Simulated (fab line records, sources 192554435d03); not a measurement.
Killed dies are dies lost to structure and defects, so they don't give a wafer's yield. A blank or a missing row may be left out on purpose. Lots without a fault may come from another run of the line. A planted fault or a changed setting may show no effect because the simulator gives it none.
Chamber matching | flow n5_finfet | N5_DUMMY_REMOVAL_STRIP_10 on rie_diel-03: 4 sister chambers
The step strips in N2/H2, time 40 s. 24 wafers are shown with their chamber, then 12 later ones without.

WAFERS WITH THEIR CHAMBER
wafer  | chamber | showerhead_plenum_p_Torr (Torr) | drypump_motor_current_A (A) | throttle_valve_pct (%)
L074.3 | 3       | 3.48                            | 6.4                         | 12.29
L074.4 | 1       | 3.33                            | 5.8                         | 12.33
L074.6 | 2       | 3.35                            | 6.6                         | 12.33
L077.2 | 1       | 3.33                            | 5.9                         | 12.37
L077.5 | 2       | 3.35                            | 6.6                         | 12.35
L077.6 | 3       | 3.48                            | 6.4                         | 12.29
L079.3 | 3       | 3.48                            | 6.4                         | 12.31
L079.4 | 1       | 3.33                            | 5.8                         | 12.37
L079.6 | 3       | 3.48                            | 6.4                         | 12.32
L080.1 | 0       | 3.39                            | 5.2                         | 12.01
L080.3 | 2       | 3.35                            | 6.5                         | 12.36
L080.4 | 1       | 3.33                            | 5.8                         | 12.38
L081.2 | 0       | 3.39                            | 5.3                         | 12.00
L081.3 | 3       | 3.48                            | 6.4                         | 12.32
L081.5 | 2       | 3.35                            | 6.6                         | 12.36
L082.3 | 0       | 3.39                            | 5.3                         | 12.02
L082.4 | 1       | 3.32                            | 5.8                         | 12.40
L082.6 | 0       | 3.39                            | 5.3                         | 12.02
L086.2 | 2       | 3.34                            | 6.6                         | 12.37
L086.5 | 2       | 3.34                            | 6.6                         | 12.37
L086.6 | 3       | 3.47                            | 6.5                         | 12.34
L088.1 | 2       | 3.34                            | 6.6                         | 12.39
L088.2 | 3       | 3.47                            | 6.5                         | 12.34
L088.3 | 0       | 3.39                            | 5.3                         | 12.02

SIGNATURES (means of the wafers above)
reading                  | chamber 0 | chamber 1 | chamber 2 | chamber 3 | scatter within a chamber
showerhead_plenum_p_Torr | 3.3900    | 3.3280    | 3.3457    | 3.4771    | 0.00444
drypump_motor_current_A  | 5.280     | 5.820     | 6.586     | 6.429     | 0.0441
throttle_valve_pct       | 12.0140   | 12.3700   | 12.3614   | 12.3157   | 0.0195
Rule: a wafer's distance from a chamber is the root of the sum, over the readings, of the square of ((its reading less the chamber's mean) divided by the reading's scatter). The wafer belongs to the nearest chamber; if the next one is less than 2 further off, it can't be placed. The scatter: the root of (the sum of the squares of (reading less its chamber's mean) over the shown wafers, divided by (wafers less chambers)).

WAFERS WITHOUT THEIR CHAMBER
wafer  | showerhead_plenum_p_Torr (Torr) | drypump_motor_current_A (A) | throttle_valve_pct (%)
L089.2 | 3.34                            | 6.6                         | 12.39
L089.4 | 3.32                            | 5.9                         | 11.75
L089.6 | 3.39                            | 5.3                         | 12.05
L091.1 | 3.38                            | 5.3                         | 12.07
L091.2 | 3.33                            | 6.6                         | 12.41
L091.4 | 3.47                            | 6.5                         | 12.35
L093.1 | 3.38                            | 5.2                         | 12.07
L093.5 | 3.33                            | 6.5                         | 12.42
L093.6 | 3.47                            | 6.5                         | 12.35
L097.2 | 3.33                            | 6.6                         | 12.43
L097.4 | 3.46                            | 6.4                         | 12.37
L097.5 | 3.38                            | 5.2                         | 12.08

WHICH CHAMBER EACH WENT THROUGH
wafer  | from the rows above | in truth
L089.2 | 2                   | 2
L089.4 | 0                   | 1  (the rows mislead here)
L089.6 | 0                   | 0
L091.1 | 0                   | 0
L091.2 | 2                   | 2
L091.4 | 3                   | 3
L093.1 | 0                   | 0
L093.5 | 2                   | 2
L093.6 | 3                   | 3
L097.2 | 2                   | 2
L097.4 | 3                   | 3
L097.5 | 0                   | 0
Placed correctly: 11 of 12. Can't be placed from these rows: 0. Placed wrongly: 1.
